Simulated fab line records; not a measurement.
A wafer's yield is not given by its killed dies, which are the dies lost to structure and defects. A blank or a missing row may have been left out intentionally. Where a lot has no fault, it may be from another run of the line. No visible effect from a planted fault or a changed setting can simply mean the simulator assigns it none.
fab line records | flow n5Finfet
record: lots: 5 wafers: 15 lastDay: 18
route steps=1938 shown GATE_CUT@502 MOL_CONTACT_COAG@517
lots that met no fault: taken from a fault-free run of the same line
startH: hours from the record's opening day to when the first of the lot's shown wafers began | waitH: hours from the lot's prior step to this one | " the same as in the row above | L1.1+2: a single row standing in for several wafers | - no value, or no start given | * or withheld: withheld | < > ~ a bound
route shown NAME@n: a module of which the file shows steps, and the number in the route of the first | usual: mean/standard deviation taken from wafers without a fault | same: alike in all rows | chamber/n: place in a boat | sites: per-site readings | _std_site: the values' standard deviation | _edge_site: mean of outer sites minus mean of inner sites | radiusMm: how far each site lies from the wafer's centre | mask NAME#n: copy n | behind: the last tool/chamber to shape the wafer | hold: why the lot was held/for how many hours/how that ended | device: transistor that didn't switch, given as n, p or np | end of line: the tests these same wafers got at the end of their route | a step given without rows: its recipe and nothing more | killed: dies that structure and defects cost at the first sort, which is not the same as the wafer's yield | map: dies across one wafer; x = killed, . = not, _ = none there
set.NAME: setting as actually run; set.NAME@STEP: the setting as run at that earlier step | model.NAME: the simulator's own value behind a step, which no gauge read
certain route steps with their lots: each step a table, each wafer a row
services: from which hour (startH, from the record's first day; less than 0 if before it) a tool's chamber was out of use, for how many hours, and why
== steps ==
step: N5_GATE_CUT_CUT_ETCH_55
recipe: chemistry: BCl3 target: HfO2 maskMaterial: SiO2 targetDepthA: 32 ionEnergyEv: 30 pressureMtorr: 5 icpW: 450 biasW: 18 bcl3FlowSccm: 80
usual: drypumpMotorCurrentA: 5.5/0.4 oesProductAu: 0.77/0.099 throttleValvePct: 33.2/0.38
columns lot.wafer tool chamber startH waitH drypumpMotorCurrentA oesProductAu rfHoursCounterH throttleValvePct
L074.4 rieMetal-02 1 85.55 0.0 5.1 0.81 - 33.6
L074.5 " 1 " " 5.1 0.80 - 33.6
L074.6 " 0 " " 5.3 0.71 - 33.0
L086.2 rieMetal-02 0 160.52 0.0 5.3 0.70 86 33.0
L086.3 " 0 " " 5.4 0.70 - 33.0
L086.6 " 1 " " 5.1 0.78 - 33.7
L090.2 rieMetal-01 1 178.06 0.0 5.5 0.64 102 33.7
L090.3 " 1 " " 5.5 0.64 - 33.7
L090.6 " 0 " " 6.0 0.69 - 32.8
L094.3 rieMetal-03 1 204.63 0.0 5.3 0.89 - 32.7
L094.5 " 0 " " 6.3 0.81 - 33.0
L094.6 " 1 " " 5.3 0.89 - 32.7
L095.1 rieMetal-02 1 209.51 0.1 5.1 0.77 45 33.7
L095.3 " 1 " " 5.1 0.76 - 33.7
L095.4 " 1 " " 5.1 0.76 - 33.6
step: N5_GATE_CUT_ETCH_47
recipe: chemistry: Cl2/BCl3 target: SiO2 targetDepthA: 100 pressureMtorr: 10 icpW: 1000 biasW: 126 Cl2_flow_sccm: 53.25 bcl3FlowSccm: 21.75 Ar_flow_sccm: 25
usual: drypumpMotorCurrentA: 5.5/0.4 mfcCl2Sccm: 53.25/0.16 oesProductAu: 0.77/0.099 throttleValvePct: 22.91/0.26
columns lot.wafer tool chamber startH waitH drypumpMotorCurrentA mfcCl2Sccm oesProductAu rfHoursCounterH throttleValvePct
L074.4 rieMetal-02 1 85.58 0.0 5.1 53.08 0.80 - 23.19
L074.5 " 1 " " 5.1 53.23 0.80 - 23.20
L074.6 " 0 " " 5.3 53.41 0.71 - 22.70
L086.2 rieMetal-02 0 160.55 0.0 5.3 52.97 0.70 86 22.70
L086.3 " 0 " " 5.4 53.17 0.70 - 22.71
L086.6 " 1 " " 5.1 53.11 0.77 - 23.22
L090.2 rieMetal-01 1 178.09 0.0 5.5 53.56 0.64 102 23.33
L090.3 " 1 " " 5.5 53.11 0.64 - 23.32
L090.6 " 0 " " 6.0 53.50 0.70 - 22.79
L094.3 rieMetal-03 1 204.66 0.0 5.3 53.41 0.89 - 22.68
L094.5 " 0 " " 6.3 53.19 0.81 - 22.79
L094.6 " 1 " " 5.3 53.37 0.88 - 22.67
L095.1 rieMetal-02 1 209.57 0.1 5.1 53.35 0.77 45 23.22
L095.3 " 1 " " 5.1 53.16 0.76 - 23.22
L095.4 " 1 " " 5.1 53.31 0.77 - 23.21
step: N5_GATE_CUT_VAPOR_ETCH_48
recipe: chemistry: BCl3/Cl2 target: TiN mode: isotropic
usual: drypumpMotorCurrentA: 5.5/0.4 oesProductAu: 0.77/0.097
columns lot.wafer tool chamber startH waitH drypumpMotorCurrentA oesProductAu
L074.4 rieMetal-02 1 85.61 0.0 5.1 0.79
L074.5 " 1 " " 5.1 0.80
L074.6 " 0 " " 5.4 0.71
L086.2 rieMetal-02 0 160.58 0.0 5.4 0.70
L086.3 " 0 " " 5.4 0.70
L086.6 " 1 " " 5.1 0.77
L090.2 rieMetal-01 1 178.12 0.0 5.5 0.63
L090.3 " 1 " " 5.5 0.63
L090.6 " 0 " " 6.0 0.69
L094.3 rieMetal-03 1 204.69 0.0 5.3 0.88
L094.5 " 0 " " 6.3 0.83
L094.6 " 1 " " 5.3 0.88
L095.1 rieMetal-02 1 209.63 0.1 5.1 0.76
L095.3 " 1 " " 5.1 0.77
L095.4 " 1 " " 5.1 0.76
step: N5_GATE_CUT_VAPOR_ETCH_49
recipe: chemistry: BCl3/Cl2 target: TiAlC mode: isotropic
usual: drypumpMotorCurrentA: 5.5/0.4 oesProductAu: 0.77/0.097
columns lot.wafer tool chamber startH waitH drypumpMotorCurrentA oesProductAu
L074.4 rieMetal-02 1 85.64 0.0 5.1 0.79
L074.5 " 1 " " 5.1 0.80
L074.6 " 0 " " 5.4 0.71
L086.2 rieMetal-02 0 160.61 0.0 5.4 0.69
L086.3 " 0 " " 5.4 0.70
L086.6 " 1 " " 5.1 0.77
L090.2 rieMetal-01 1 178.15 0.0 5.5 0.64
L090.3 " 1 " " 5.5 0.63
L090.6 " 0 " " 5.9 0.69
L094.3 rieMetal-03 1 204.72 0.0 5.3 0.88
L094.5 " 0 " " 6.3 0.82
L094.6 " 1 " " 5.3 0.87
L095.1 rieMetal-02 1 209.69 0.1 5.1 0.75
L095.3 " 1 " " 5.1 0.75
L095.4 " 1 " " 5.1 0.75
step: N5_GATE_CUT_VAPOR_ETCH_51
recipe: chemistry: BCl3/Cl2 target: HfO2 mode: isotropic
usual: drypumpMotorCurrentA: 5.5/0.4 oesProductAu: 0.77/0.099
columns lot.wafer tool chamber startH waitH drypumpMotorCurrentA oesProductAu
L074.4 rieMetal-02 1 85.67 0.0 5.1 0.79
L074.5 " 1 " " 5.1 0.80
L074.6 " 0 " " 5.4 0.71
L086.2 rieMetal-02 0 160.64 0.0 5.4 0.69
L086.3 " 0 " " 5.4 0.69
L086.6 " 1 " " 5.1 0.78
L090.2 rieMetal-01 1 178.18 0.0 5.5 0.64
L090.3 " 1 " " 5.5 0.64
L090.6 " 0 " " 6.0 0.69
L094.3 rieMetal-03 1 204.75 0.0 5.3 0.88
L094.5 " 0 " " 6.3 0.81
L094.6 " 1 " " 5.3 0.88
L095.1 rieMetal-02 1 209.75 0.1 5.1 0.75
L095.3 " 1 " " 5.1 0.76
L095.4 " 1 " " 5.1 0.76
step: N5_GATE_CUT_STRIP_21
recipe: chemistry: N2/H2 timeS: 30 powerW: 1000 tempC: 250 pressureMtorr: withheld n2FlowSccm: 1750 h2FlowSccm: 3250
usual: drypumpMotorCurrentA: 5.34/0.24 heaterPowerW: 349/15
columns lot.wafer tool chamber startH waitH drypumpMotorCurrentA heaterPowerW rfHoursCounterH
L074.4 plasmaAsher-01 0 85.73 0.1 5.01 341 -
L074.5 " 0 " " 5.00 329 -
L074.6 " 1 " " 5.69 366 -
L086.2 plasmaAsher-01 0 160.69 0.0 5.03 323 102
L086.3 " 1 " " 5.64 366 -
L086.6 " 1 " " 5.66 362 -
L090.2 plasmaAsher-02 0 178.23 0.0 5.19 342 54
L090.3 " 0 " " 5.20 340 -
L090.6 " 1 " " 5.51 364 -
L094.3 plasmaAsher-01 1 204.81 0.1 5.64 365 -
L094.5 " 1 " " 5.64 366 -
L094.6 " 0 " " 5.04 339 -
L095.1 plasmaAsher-02 0 209.83 0.1 5.22 339 60
L095.3 " 0 " " 5.22 342 -
L095.4 " 1 " " 5.50 364 -
step: N5_GATE_CUT_STRIP_29
recipe: chemistry: postEtchResidueRemover timeS: 60 tempC: 25 removerPh: withheld removerWaterWtPct: withheld removerFluorideWtPct: withheld
columns lot.wafer tool chamber startH waitH
L074.4+5+6 wetBench-04 1,2,4 85.80 0.1
L086.2+3+6 wetBench-02 3,5,7 160.78 0.1
L090.2+3+6 wetBench-03 1,6,5 178.32 0.1
L094.3+5+6 wetBench-02 7,5,2 204.88 0.0
L095.1+3+4 wetBench-04 1,5,6 209.92 0.1
step: N5_GATE_CUT_SRD_52
recipe: dry: ipaMarangoni timeS: 30 tempC: 23 rinseLiquid: diw
columns lot.wafer tool chamber startH waitH
L074.4+5+6 wetBench-04 1,2,4 85.82 0.0
L086.2+3+6 wetBench-02 3,5,7 160.80 0.0
L090.2+3+6 wetBench-03 1,6,5 178.34 0.0
L094.3+5+6 wetBench-02 7,5,2 204.90 0.0
L095.1+3+4 wetBench-04 1,5,6 209.94 0.0
step: N5_GATE_CUT_ALD_22
recipe: material: SiNx targetThkA: 160 tempC: 400 aldPrecursorFamily: SiH2I2 aldCoReactant: N2/H2-plasma pulseTimeS: 1 aldCycles: 320 purgeTimeS: 2 coReactantPurgeTimeS: 2 pressureTorr: 2
usual: heaterPowerW: 852/100 precursorPulseHeightRel: 0.999/0.019
same: aldCycles: 320
columns lot.wafer tool chamber startH waitH heaterPowerW precursorPulseHeightRel
L074.4 aldSin-03 0 88.34 2.5 745 1.036
L074.5 " 1 " " 695 0.977
L074.6 " 2 " " 896 1.008
L086.2 aldSin-01 1 160.85 0.0 909 1.004
L086.3 " 3 " " 787 0.988
L086.6 " 3 " " 788 0.978
L090.2 aldSin-02 2 178.38 0.0 972 0.959
L090.3 " 1 " " 861 0.996
L090.6 " 2 " " 983 1.016
L094.3 aldSin-02 3 204.95 0.0 980 1.010
L094.5 " 3 " " 981 1.000
L094.6 " 0 " " 750 0.962
L095.1 aldSin-01 1 210.85 0.9 923 1.001
L095.3 " 3 " " 754 1.007
L095.4 " 2 " " 801 1.015
step: N5_GATE_CUT_CMP_23
recipe: stopOn: SiO2 tOverpolishS: 23.4 postCmpClean: alkalineBrush downForcePsi: 2.5 platenRpm: 51.8 padVelocityMS: 1.0307 targetThkNm: 16
usual: edgeZonePressureFrac: 1.001/0.0047 motorCurrentA: 9.2/0.71 overpolishRunS: 23.400/0.0087 slurryFilterDpKPa: 13.52/0.14 timeToEndpointS: 19.2/1.7
columns lot.wafer tool chamber startH waitH edgeZonePressureFrac motorCurrentA overpolishRunS slurryFilterDpKPa timeToEndpointS
L074.4 cmp-04 3 89.87 0.8 1.002 9.0 23.400 13.46 19.3
L074.6 " 2 " " 0.995 10.4 23.418 13.68 20.5
L074.5 " 3 " " 0.997 9.1 23.401 13.60 18.2
L086.3 cmp-01 3 162.34 0.8 0.999 7.8 23.398 13.58 19.4
L086.2 " 0 " " 1.006 8.7 23.414 13.54 19.7
L086.6 " 0 " " 0.996 8.4 23.386 13.39 18.9
L090.2 cmp-03 0 179.87 0.8 1.000 10.3 23.410 13.48 21.7
L090.3 " 1 " " 1.005 9.7 23.411 13.84 19.7
L090.6 " 1 " " 1.006 9.8 23.386 13.53 18.1
L094.3 cmp-04 2 206.44 0.8 1.000 10.1 23.396 13.25 16.3
L094.5 " 2 " " 0.995 10.5 23.390 13.42 18.6
L094.6 " 3 " " 1.006 9.5 23.384 13.30 19.0
L095.3 cmp-04 0 212.34 0.8 1.001 8.7 23.402 13.26 21.8
L095.1 " 1 " " 0.996 9.6 23.394 13.52 19.1
L095.4 " 3 " " 0.995 8.7 23.397 13.34 19.4
step: N5_GATE_CUT_THK_MEAS_24
recipe: reads: SiO2_of_GATE_CUT_HM_DEP_46+SiO2_flowable_of_ILD0_FCVD_FILL_01
usual: GC_FILL_THK: 220.2/1.6
columns lot.wafer tool chamber startH waitH GC_FILL_THK[nm]
L074.4 filmMetro-01 - 90.13 - 220.6
L074.5 " - " " 219.7
L074.6 " - " " 221.4
L086.2 filmMetro-01 - 162.63 - 214.9
L086.3 " - " " 219.0
L086.6 " - " " 218.7
L090.2 filmMetro-02 - 180.17 - 220.3
L090.3 " - " " 220.1
L090.6 " - " " 220.7
L094.3 filmMetro-01 - 206.73 - 219.6
L094.5 " - " " 220.8
L094.6 " - " " 221.2
L095.1 filmMetro-01 - 212.63 - 219.3
L095.3 " - " " 220.1
L095.4 " - " " 219.3
step: N5_GATE_CUT_CMP_43
recipe: material: SiO2 postCmpClean: rinseOnly
usual: edgeZonePressureFrac: 0.999/0.0048 motorCurrentA: 12.1/1 slurryFilterDpKPa: 13.50/0.14
columns lot.wafer tool chamber startH waitH edgeZonePressureFrac motorCurrentA slurryFilterDpKPa
L074.4 cmp-03 3 90.38 0.2 1.008 12.4 13.55
L074.5 " 1 " " 0.998 12.5 13.31
L074.6 " 2 " " 0.996 12.9 13.77
L086.3 cmp-04 0 162.66 0.0 0.996 11.7 13.58
L086.2 " 2 " " 1.007 13.3 13.72
L086.6 " 0 " " 0.995 11.4 13.49
L090.2 cmp-01 3 180.36 0.2 1.001 10.2 13.41
L090.3 " 0 " " 0.997 11.8 13.63
L090.6 " 2 " " 0.990 11.5 13.87
L094.3 cmp-01 3 207.00 0.3 0.999 10.2 13.49
L094.5 " 0 " " 0.991 11.1 13.35
L094.6 " 1 " " 0.993 13.8 13.50
L095.4 cmp-01 0 212.66 0.0 0.994 11.2 13.48
L095.1 " 1 " " 0.996 12.7 13.55
L095.3 " 2 " " 0.997 11.2 13.29
step: N5_GATE_CUT_CMP_61
recipe: stopOn: SiNx tOverpolishS: 3 postCmpClean: alkalineBrush downForcePsi: 4 platenRpm: 27.09 padVelocityMS: 0.539
usual: edgeZonePressureFrac: 1.000/0.0052 motorCurrentA: 12.1/1 slurryFilterDpKPa: 13.49/0.14
columns lot.wafer tool chamber startH waitH edgeZonePressureFrac motorCurrentA slurryFilterDpKPa
L074.4 cmp-03 3 90.76 0.3 1.003 11.7 13.72
L074.5 " 1 " " 1.001 12.3 13.35
L074.6 " 2 " " 1.001 12.7 13.65
L086.3 cmp-04 0 163.14 0.4 1.003 11.3 13.54
L086.2 " 2 " " 1.001 13.8 13.49
L086.6 " 0 " " 1.001 11.2 13.75
L090.2 cmp-01 3 180.74 0.3 1.000 10.3 13.46
L090.3 " 0 " " 0.997 11.6 13.56
L090.6 " 2 " " 0.996 11.7 13.48
L094.3 cmp-01 3 207.33 0.2 1.002 10.0 13.48
L094.5 " 0 " " 0.998 12.0 13.34
L094.6 " 1 " " 0.993 13.6 13.32
L095.4 cmp-01 0 213.14 0.4 1.003 12.0 13.43
L095.1 " 1 " " 1.000 13.2 13.60
L095.3 " 2 " " 1.001 12.0 13.45
step: N5_GATE_CUT_INSPECT_26
recipe: inspectInstrument: darkfield mode: postCmp
usual: rawDefectCount: 45/18
columns lot.wafer tool chamber startH waitH rawDefectCount
L074.4 defectInspect-01 - 90.93 0.0 80
L074.5 " - " " 35
L074.6 " - " " 32
L086.2 defectInspect-02 - 163.37 0.0 68
L086.3 " - " " 51
L086.6 " - " " 41
L090.2 defectInspect-02 - 180.91 0.0 59
L090.3 " - " " 34
L090.6 " - " " 47
L094.3 defectInspect-01 - 207.47 0.0 59
L094.5 " - " " 39
L094.6 " - " " 57
L095.1 defectInspect-02 - 213.37 0.0 66
L095.3 " - " " 50
L095.4 " - " " 37
step: N5_MOL_CONTACT_COAG_COAT_103
recipe: resist: SOC tempC: 250 timeS: 60 spinRpm: 1500 resistThkNm: 80
usual: spinSpeedRpm: 1499.9/1
columns lot.wafer tool chamber startH waitH spinSpeedRpm
L074.4 lithoTrack-04 0 90.96 0.0 1501.5
L074.5 " 0 " " 1500.8
L074.6 " 0 " " 1500.5
L086.2 lithoTrack-05 0 163.40 0.0 1500.7
L086.3 " 0 " " 1501.2
L086.6 " 0 " " 1500.6
L090.2 lithoTrack-02 0 180.94 0.0 1499.8
L090.3 " 0 " " 1499.8
L090.6 " 0 " " 1500.1
L094.3 lithoTrack-02 0 207.51 0.0 1501.4
L094.5 " 0 " " 1501.2
L094.6 " 0 " " 1500.9
L095.1 lithoTrack-02 0 213.40 0.0 1499.5
L095.3 " 0 " " 1498.9
L095.4 " 0 " " 1500.4
step: N5_MOL_CONTACT_COAG_COAT_104
recipe: resist: SiARC tempC: 220 timeS: 60 spinRpm: 1500 resistThkNm: 12
usual: spinSpeedRpm: 1500.1/1.2
columns lot.wafer tool chamber startH waitH spinSpeedRpm
L074.4 lithoTrack-04 0 - - 1503.0
L074.5 " 0 " " 1500.9
L074.6 " 0 " " 1500.9
L086.2 lithoTrack-05 0 - - 1500.4
L086.3 " 0 " " 1499.1
L086.6 " 0 " " 1499.8
L090.2 lithoTrack-02 0 - - 1499.1
L090.3 " 0 " " 1500.6
L090.6 " 0 " " 1499.6
L094.3 lithoTrack-02 0 - - 1500.7
L094.5 " 0 " " 1498.9
L094.6 " 0 " " 1499.7
L095.1 lithoTrack-02 0 - - 1500.8
L095.3 " 0 " " 1500.9
L095.4 " 0 " " 1500.7
step: N5_MOL_CONTACT_COAG_COAT_58
recipe: resist: underlayer tempC: 205 timeS: 60 spinRpm: 1500 resistThkNm: 10
usual: spinSpeedRpm: 1500.1/1.3
columns lot.wafer tool chamber startH waitH spinSpeedRpm
L074.4 lithoTrack-04 0 - - 1501.8
L074.5 " 0 " " 1501.2
L074.6 " 0 " " 1498.7
L086.2 lithoTrack-05 0 - - 1500.2
L086.3 " 0 " " 1500.2
L086.6 " 0 " " 1500.7
L090.2 lithoTrack-02 0 - - 1499.7
L090.3 " 0 " " 1501.0
L090.6 " 0 " " 1499.5
L094.3 lithoTrack-02 0 - - 1498.4
L094.5 " 0 " " 1498.4
L094.6 " 0 " " 1499.4
L095.1 lithoTrack-02 0 - - 1497.0
L095.3 " 0 " " 1499.5
L095.4 " 0 " " 1501.0
step: N5_MOL_CONTACT_COAG_COAT_02
recipe: resist: CAR-EUV spinRpm: 1500 resistThkNm: 30
usual: spinSpeedRpm: 1499.9/1.2
columns lot.wafer tool chamber startH waitH spinSpeedRpm
L074.4 lithoTrack-04 0 - - 1502.1
L074.5 " 0 " " 1499.0
L074.6 " 0 " " 1500.3
L086.2 lithoTrack-05 0 - - 1499.1
L086.3 " 0 " " 1497.9
L086.6 " 0 " " 1500.1
L090.2 lithoTrack-02 0 - - 1498.4
L090.3 " 0 " " 1499.8
L090.6 " 0 " " 1501.0
L094.3 lithoTrack-02 0 - - 1497.1
L094.5 " 0 " " 1498.8
L094.6 " 0 " " 1498.6
L095.1 lithoTrack-02 0 - - 1499.8
L095.3 " 0 " " 1500.1
L095.4 " 0 " " 1499.5
step: N5_MOL_CONTACT_COAG_EBR_04
recipe: solvent: PGMEA ebrWidthMm: 1.5
columns lot.wafer tool chamber startH waitH
L074.4+5+6 lithoTrack-04 0 - -
L086.2+3+6 lithoTrack-05 0 - -
L090.2+3+6 lithoTrack-02 0 - -
L094.3+5+6 lithoTrack-02 0 - -
L095.1+3+4 lithoTrack-02 0 - -
step: N5_MOL_CONTACT_COAG_SOFTBAKE_03
recipe: tempC: 110 timeS: 60 resist: CAR-EUV
columns lot.wafer tool chamber startH waitH
L074.4+5+6 lithoTrack-04 0 - -
L086.2+3+6 lithoTrack-05 0 - -
L090.2+3+6 lithoTrack-02 0 - -
L094.3+5+6 lithoTrack-02 0 - -
L095.1+3+4 lithoTrack-02 0 - -
step: N5_MOL_CONTACT_COAG_EXPOSE_05
recipe: maskId: CA na: 0.33 sourceShape: annular sigmaInner: 0.4 sigmaOuter: 0.8 polarization: unpolarized defocusNm: 0 doseMj: 38.25
usual: focusOffsetNm: 0.2/0.58
same: sigmaInner: 0.4
columns lot.wafer tool chamber startH waitH mask focusOffsetNm
L074.4 euvScanner-01 0 91.24 - CA#0 -1.6
L074.5 " 0 " " CA#0 -0.1
L074.6 " 0 " " CA#0 -0.5
L086.2 euvScanner-02 0 163.67 - CA#0 0.2
L086.3 " 0 " " CA#0 -0.4
L086.6 " 0 " " CA#0 -0.1
L090.2 euvScanner-02 0 181.09 - CA#0 0.0
L090.3 " 0 " " CA#0 0.0
L090.6 " 0 " " CA#0 0.1
L094.3 euvScanner-01 0 207.66 - CA#0 0.9
L094.5 " 0 " " CA#0 0.9
L094.6 " 0 " " CA#0 1.3
L095.1 euvScanner-02 0 213.66 - CA#0 -0.6
L095.3 " 0 " " CA#0 -0.2
L095.4 " 0 " " CA#0 -0.1
step: N5_MOL_CONTACT_COAG_PEB_06
recipe: pebTempC: 100 pebTimeS: 60 resist: CAR-EUV
same: pebTimeS: 60
columns lot.wafer tool chamber startH waitH
L074.4+5+6 lithoTrack-02 0 91.29 0.0
L086.2+3+6 lithoTrack-05 0 163.73 0.0
L090.2+3+6 lithoTrack-05 0 181.15 0.0
L094.3+5+6 lithoTrack-02 0 207.71 0.0
L095.1+3+4 lithoTrack-05 0 213.73 0.1
step: N5_MOL_CONTACT_COAG_DEVELOP_07
recipe: developTimeS: 30 developer: TMAH resist: CAR-EUV rinseLiquid: surfactantRinse dry: airSpin devTempC: 23
columns lot.wafer tool chamber startH waitH
L074.4+5+6 lithoTrack-02 0 - -
L086.2+3+6 lithoTrack-05 0 - -
L090.2+3+6 lithoTrack-05 0 - -
L094.3+5+6 lithoTrack-02 0 - -
L095.1+3+4 lithoTrack-05 0 - -
step: N5_MOL_CONTACT_COAG_CD_MEAS_08
recipe: targetCdNm: 28 landingEnergyEv: 500 detector: seInlens polarity: opening
usual: cdNm: 27.98/0.23
same: landingEnergyEv: 500
columns lot.wafer tool chamber startH waitH cdNm
L074.4 cdSem-03 0 91.36 - 28.02
L074.5 " 0 " " 27.93
L074.6 " 0 " " 28.29
L086.2 cdSem-02 0 163.80 - 28.11
L086.3 " 0 " " 27.83
L086.6 " 0 " " 28.08
L090.2 cdSem-01 0 181.21 - 27.90
L090.3 " 0 " " 27.81
L090.6 " 0 " " 27.90
L094.3 cdSem-02 0 207.77 - 28.02
L094.5 " 0 " " 27.79
L094.6 " 0 " " 27.97
L095.1 cdSem-02 0 213.79 - 27.57
L095.3 " 0 " " 27.83
L095.4 " 0 " " 27.90
step: N5_MOL_CONTACT_COAG_OVL_MEAS_09
recipe: pointsPerWafer: 522
usual: CA_OVL: -0.3/0.68
columns lot.wafer tool chamber startH waitH CA_OVL[nm]
L074.4 overlay-01 0 91.40 0.0 -0.4
L074.5 " 0 " " -0.3
L074.6 " 0 " " 1.0
L086.2 overlay-02 0 163.83 0.0 -0.4
L086.3 " 0 " " -1.6
L086.6 " 0 " " -1.3
L090.2 overlay-01 0 181.25 0.0 -0.4
L090.3 " 0 " " -0.5
L090.6 " 0 " " -0.3
L094.3 overlay-01 0 207.81 0.0 -0.5
L094.5 " 0 " " -0.9
L094.6 " 0 " " 0.0
L095.1 overlay-02 0 213.82 0.0 -0.6
L095.3 " 0 " " -1.1
L095.4 " 0 " " -0.7
step: N5_MOL_CONTACT_COAG_INSPECT_10
recipe: mode: adi inspectInstrument: brightfield
usual: rawDefectCount: 80/29
columns lot.wafer tool chamber startH waitH rawDefectCount
L074.4 defectInspect-01 - 91.44 0.0 126
L074.5 " - " " 82
L074.6 " - " " 59
L086.2 defectInspect-02 - 163.88 0.0 115
L086.3 " - " " 90
L086.6 " - " " 67
L090.2 defectInspect-02 - 181.30 0.0 94
L090.3 " - " " 70
L090.6 " - " " 84
L094.3 defectInspect-02 - 207.86 0.0 109
L094.5 " - " " 84
L094.6 " - " " 112
L095.1 defectInspect-02 - 213.88 0.1 135
L095.3 " - " " 100
L095.4 " - " " 58
step: N5_MOL_CONTACT_COAG_DESCUM_13
recipe: chemistry: O2 timeS: 7 sourcePowerW: 50 biasPowerW: 20 pressureMtorr: 20 rfFrequencyHz: 2.712e+07 tempC: 40 resist: CAR-EUV o2FlowSccm: 225
usual: drypumpMotorCurrentA: 5.8/0.38 oesProductAu: 0.78/0.079 rfVppV: 243.6/1.7 showerheadPlenumPTorr: 2.12/0.1 throttleValvePct: 20.36/0.17
columns lot.wafer tool chamber startH waitH drypumpMotorCurrentA oesProductAu rfHoursCounterH rfVppV showerheadPlenumPTorr throttleValvePct
L074.4 rieDiel-05 1 91.47 0.0 5.4 0.78 107 239.7 1.93 20.46
L074.5 " 2 " " 5.8 0.67 - 241.2 1.98 20.66
L074.6 " 3 " " 6.3 0.72 - 242.7 2.17 20.63
L086.2 rieDiel-02 3 163.92 0.0 5.9 0.73 182 245.2 2.17 20.22
L086.3 " 1 " " 5.5 0.82 76 243.9 2.20 20.32
L086.6 " 2 " " 6.4 0.67 - 242.5 2.06 20.57
L090.2 rieDiel-04 3 181.66 0.4 6.0 0.73 201 243.0 2.08 20.35
L090.3 " 1 " " 6.1 0.72 212 241.4 1.98 20.23
L090.6 " 1 " " 6.1 0.72 - 241.8 1.98 20.21
L094.3 rieDiel-02 1 207.89 0.0 5.5 0.81 92 244.1 2.20 20.36
L094.5 " 3 " " 5.9 0.73 - 243.9 2.16 20.25
L094.6 " 0 " " 5.3 0.85 - 244.2 2.22 20.16
L095.1 rieDiel-05 1 213.92 0.0 5.4 0.75 147 238.9 1.91 20.52
L095.3 " 2 " " 5.8 0.90 22 245.5 2.23 20.29
L095.4 " 3 " " 6.3 0.69 249 242.8 2.15 20.67
step: N5_MOL_CONTACT_COAG_ETCH_59
recipe: chemistry: N2/H2 target: underlayer targetDepthA: 130 maskMaterial: CAR-EUV timeS: 10.4 ionEnergyEv: 200 pressureMtorr: 30 sourceW: 840 biasW: 150 n2FlowSccm: 200 h2FlowSccm: 200 ends: cleared
usual: drypumpMotorCurrentA: 5.8/0.37 etchRfOnTimeS: 10.37/0.14 oesProductAu: 0.67/0.066 rfVppV: 525/3.4 showerheadPlenumPTorr: 2.58/0.12 throttleValvePct: 17.82/0.2
columns lot.wafer tool chamber startH waitH drypumpMotorCurrentA etchRfOnTimeS oesProductAu rfHoursCounterH rfVppV showerheadPlenumPTorr throttleValvePct
L074.4 rieDiel-05 1 91.51 0.0 5.4 10.27 0.68 107 517 2.36 17.97
L074.5 " 2 " " 5.8 10.47 0.58 - 521 2.40 18.09
L074.6 " 3 " " 6.3 10.38 0.62 - 526 2.63 18.08
L086.2 rieDiel-02 3 163.95 0.0 5.9 10.60 0.63 182 526 2.64 17.78
L086.3 " 1 " " 5.5 10.45 0.70 76 528 2.68 17.72
L086.6 " 2 " " 6.4 10.53 0.58 - 523 2.51 18.14
L090.2 rieDiel-04 3 181.69 0.0 6.0 10.20 0.63 201 524 2.52 17.80
L090.3 " 1 " " 6.1 10.46 0.61 212 520 2.41 17.70
L090.6 " 1 " " 6.1 10.51 0.62 - 520 2.41 17.72
L094.3 rieDiel-02 1 207.93 0.0 5.5 10.40 0.69 92 528 2.67 17.73
L094.5 " 3 " " 5.9 10.59 0.62 - 526 2.63 17.81
L094.6 " 0 " " 5.3 10.35 0.72 - 528 2.70 17.60
L095.1 rieDiel-05 1 213.95 0.0 5.4 10.42 0.64 147 516 2.34 18.05
L095.3 " 2 " " 5.8 10.39 0.77 22 529 2.71 17.69
L095.4 " 3 " " 6.3 10.38 0.59 249 525 2.61 18.17
step: N5_MOL_CONTACT_COAG_ETCH_105
recipe: chemistry: CF4 target: SiARC targetDepthA: 156 maskMaterial: CAR-EUV timeS: 26 ionEnergyEv: 80 pressureMtorr: 40 sourceW: 545 biasW: 36 Ar_flow_sccm: 100 cf4FlowSccm: 100 ends: cleared
usual: drypumpMotorCurrentA: 5.8/0.37 etchRfOnTimeS: 26.0/0.35 oesProductAu: 0.67/0.065 rfVppV: 184.3/1.5 showerheadPlenumPTorr: 2.17/0.097 throttleValvePct: 15.56/0.19
columns lot.wafer tool chamber startH waitH drypumpMotorCurrentA etchRfOnTimeS oesProductAu rfHoursCounterH rfVppV showerheadPlenumPTorr throttleValvePct
L074.4 rieDiel-05 1 91.53 0.0 5.4 26.0 0.67 107 183.4 2.00 15.70
L074.5 " 2 " " 5.8 26.4 0.58 - 182.6 2.03 15.90
L074.6 " 3 " " 6.3 25.9 0.62 - 184.9 2.21 15.77
L086.2 rieDiel-02 3 163.97 0.0 5.9 26.5 0.64 182 184.4 2.21 15.46
L086.3 " 1 " " 5.5 26.4 0.70 76 185.1 2.26 15.54
L086.6 " 2 " " 6.4 26.3 0.57 - 184.6 2.11 15.80
L090.2 rieDiel-04 3 181.71 0.0 6.0 25.3 0.63 201 183.3 2.12 15.55
L090.3 " 1 " " 6.1 25.8 0.63 212 181.8 2.03 15.52
L090.6 " 1 " " 6.1 25.6 0.63 - 184.4 2.03 15.54
L094.3 rieDiel-02 1 207.95 0.0 5.5 26.2 0.68 92 185.4 2.26 15.58
L094.5 " 3 " " 5.9 26.6 0.62 - 185.1 2.20 15.46
L094.6 " 0 " " 5.3 25.4 0.73 - 185.6 2.26 15.28
L095.1 rieDiel-05 1 213.97 0.0 5.4 25.9 0.65 147 182.7 1.98 15.78
L095.3 " 2 " " 5.8 25.8 0.76 22 184.9 2.28 15.46
L095.4 " 3 " " 6.3 25.8 0.60 249 184.5 2.19 15.87
== services ==
columns tool chamber startH hours kind
cmp-03 - 62.20 0.6 repair
euvScanner-02 - 62.54 1.0 pm
plasmaAsher-01 - 66.22 1.2 repair
cmp-04 - 72.88 3.9 repair
cmp-04 - 84.86 0.3 repair
rieDiel-02 - 85.35 0.4 repair
cmp-04 - 87.41 1.7 repair
euvScanner-02 - 89.67 0.1 repair
wetBench-02 - 93.98 1.9 pm
rieMetal-01 - 94.29 1.1 repair
wetBench-04 - 95.33 4.9 repair
rieDiel-02 2 113.74 6.6 repair
euvScanner-02 - 114.91 1.0 pm
cmp-01 - 122.00 5.7 pm
cmp-04 - 136.09 0.9 repair
rieMetal-03 0 144.49 3.8 repair
euvScanner-02 - 146.36 4.6 pm
euvScanner-02 - 152.76 5.8 pm
cmp-03 - 156.16 4.0 pm
euvScanner-02 - 171.06 1.0 pm
cmp-04 - 192.98 3.4 pm
cmp-01 - 195.17 1.2 repair
rieMetal-03 - 195.67 0.3 repair
rieMetal-02 0 208.70 9.6 repair
== key ==
fault none
